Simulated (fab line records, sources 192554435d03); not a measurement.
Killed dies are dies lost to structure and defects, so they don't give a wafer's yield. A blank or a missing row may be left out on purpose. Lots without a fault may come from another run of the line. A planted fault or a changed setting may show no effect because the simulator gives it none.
Chamber matching | flow n5_finfet | N5_BEOL_M4_DEP_57 on pecvd-03: 3 sister chambers
The step deposits SiCN from 3MS/NH3, target thk 8 nm, time 14 s. 16 wafers are shown with their chamber, then 8 later ones without.

WAFERS WITH THEIR CHAMBER
wafer  | chamber | throttle_valve_pct (%) | showerhead_plenum_p_Torr (Torr)
L075.1 | 2       | 9.1                    | 3.655
L075.4 | 2       | 8.9                    | 3.655
L075.6 | 0       | 9.5                    | 3.663
L076.3 | 0       | 9.3                    | 3.658
L076.5 | 1       | 9.9                    | 3.668
L076.6 | 2       | 9.0                    | 3.661
L080.2 | 0       | 9.2                    | 3.656
L080.3 | 1       | 10.2                   | 3.669
L080.6 | 2       | 8.8                    | 3.655
L081.3 | 2       | 8.9                    | 3.662
L081.5 | 1       | 10.0                   | 3.662
L081.6 | 2       | 9.1                    | 3.658
L086.1 | 2       | 9.1                    | 3.659
L086.3 | 0       | 9.5                    | 3.662
L086.5 | 0       | 9.5                    | 3.662
L093.2 | 1       | 9.6                    | 3.666

SIGNATURES (means of the wafers above)
reading                  | chamber 0 | chamber 1 | chamber 2 | scatter within a chamber
throttle_valve_pct       | 9.400     | 9.925     | 8.986     | 0.165
showerhead_plenum_p_Torr | 3.66020   | 3.66625   | 3.65786   | 0.00302
Rule: a wafer's distance from a chamber is the root of the sum, over the readings, of the square of ((its reading less the chamber's mean) divided by the reading's scatter). The wafer belongs to the nearest chamber; if the next one is less than 2 further off, it can't be placed. The scatter: the root of (the sum of the squares of (reading less its chamber's mean) over the shown wafers, divided by (wafers less chambers)).

WAFERS WITHOUT THEIR CHAMBER
wafer  | throttle_valve_pct (%) | showerhead_plenum_p_Torr (Torr)
L093.3 | 10.0                   | 3.671
L093.5 | 9.9                    | 3.661
L095.1 | 9.3                    | 3.662
L095.4 | 9.1                    | 3.670
L095.5 | 9.7                    | 3.668
L096.1 | 9.4                    | 3.656
L096.2 | 9.2                    | 3.661
L096.5 | 10.0                   | 3.658

WHICH CHAMBER EACH WENT THROUGH
wafer  | from the rows above          | in truth
L093.3 | 1                            | 1
L093.5 | can't be placed: 1 or 0      | 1
L095.1 | can't be placed: 0 or 2      | 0
L095.4 | can't be placed: 0 or 2 or 1 | 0
L095.5 | can't be placed: 1 or 0      | 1
L096.1 | can't be placed: 0 or 2      | 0
L096.2 | can't be placed: 0 or 2      | 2
L096.5 | can't be placed: 1 or 0      | 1
Placed correctly: 1 of 8. Can't be placed from these rows: 7 (the true chamber is among the candidates in 7). Placed wrongly: 0.
